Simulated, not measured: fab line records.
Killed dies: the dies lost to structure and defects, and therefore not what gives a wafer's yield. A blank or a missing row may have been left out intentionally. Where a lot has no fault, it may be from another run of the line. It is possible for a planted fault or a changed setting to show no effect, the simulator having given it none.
The same fault as seen by 3 desks :: flow n5 finfet :: every desk sees just its own numbers, and what lay behind them comes last

== METROLOGY DESK ==
What the gauges read, lot by lot, whatever tool the lot ran on: means of the sampled wafers that have a number. Any lot whose mean is over 4 standard deviations away from the usual mean is out of limits and marked OUT; that distance is given in the brackets. 7 of its 15 readings are shown, namely those furthest out on some lot.
Columns: A = DIBL_P at N5_BEOL_M4_RC_MEAS_101, usual 35.7 mV/V; B = IOFF_N at N5_BEOL_M4_RC_MEAS_101, usual 0.159 nA/um; C = IOFF_P at N5_BEOL_M4_RC_MEAS_101, usual 0.21 nA/um; D = ION_P at N5_BEOL_M4_RC_MEAS_101, usual 462 uA/um; E = SS_N at N5_BEOL_M4_RC_MEAS_101, usual 71.4 mV/dec; F = VT_N at N5_BEOL_M4_RC_MEAS_101, usual 249.7 mV; G = VT_P at N5_BEOL_M4_RC_MEAS_101, usual -250 mV
lot: L120
first seen here: day 7 05:36
A: 36.5
B: 0.164
C: 0.20
D: 453
E: 71.9
F: 248.5
G: -254

lot: L134
first seen here: day 10 07:49
A: 36.7
B: 0.179
C: 0.21
D: 461
E: 72.0
F: 248.5
G: -251

lot: L135
first seen here: day 10 20:05
A: 37.7
B: 0.193
C: 0.25
D: 468
E: 72.1
F: 246.0
G: -246

lot: L136
first seen here: day 11 00:50
A: 37.8
B: 0.201
C: 0.23
D: 463
E: 71.9
F: 245.2
G: -250

lot: L121
first seen here: day 12 13:39
A: 34.9
B: 0.152
C: 0.22
D: 467
E: 70.7
F: 250.3
G: -247
This desk found nothing out of limits on any of the 5 lots.

== THE DEFECT DESK ==
For each lot, the counts of the inspections along the route, averaged over the sampled wafers that have a number. Any lot whose mean is over 4 standard deviations away from the usual mean is out of limits and marked OUT; that distance is given in the brackets.
Columns: A = raw defect count at N5_BEOL_M2_INSPECT_59, usual 78; B = raw defect count at N5_BEOL_M3_INSPECT_13, usual 444
lot: L120
first seen here: day 7 05:53
A: 68
B: 483

lot: L134
first seen here: day 10 08:07
A: 79
B: 318

lot: L135
first seen here: day 10 20:22
A: 75
B: 497

lot: L136
first seen here: day 11 01:08
A: 249 (+7.8) OUT
B: 586

lot: L121
first seen here: day 12 13:58
A: 73
B: 376
This desk's verdict: out of limits on L136, starting with L136 at day 11 01:08 (raw defect count at N5_BEOL_M2_INSPECT_59). L120, L134, L135, L121 stayed within limits.

== TOOL OWNER'S DESK, cvd co-01 ==
The tool's own readings at N5_BEOL_M2_CO_CAP_55 (material Co, precursor CCTBA/H2, target thk 2 nm, time 102.1 s): means of the sampled wafers that have a number, for each lot that ran on this tool. Any lot whose mean is over 4 standard deviations away from the usual mean is out of limits and marked OUT; that distance is given in the brackets.
Columns: A = heater power w at N5_BEOL_M2_CO_CAP_55, usual 242 W; B = susceptor temp C at N5_BEOL_M2_CO_CAP_55, usual 200.00 C
lot: L120
first seen here: day 7 05:41
A: 238
B: 200.03

lot: L134
first seen here: day 10 07:55
A: 245
B: 199.97

lot: L136
first seen here: day 11 00:54
A: 245
B: 199.97
This desk found nothing out of limits on any of the 3 lots.

== BROUGHT TOGETHER ==
The defect desk could have raised an alarm at day 11 01:08, on L136.
At the metrology desk, nothing out of limits was observed.
The desk of the tool owner found nothing out of limits.
The metrology desk has L136 on record, within its limits.
The tool owner's desk has L136 on record, within its limits.
N5_BEOL_M2_CO_CAP_55 was run on cvd co-01 by each of the lots named.

== WHAT HAD BEEN PUT IN BY THE SIMULATOR ==
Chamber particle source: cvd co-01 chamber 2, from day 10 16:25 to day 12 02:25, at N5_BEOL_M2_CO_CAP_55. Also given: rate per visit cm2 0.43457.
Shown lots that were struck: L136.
Hours from the fault's start to each desk's first reading out of limits: the defect desk, 9.
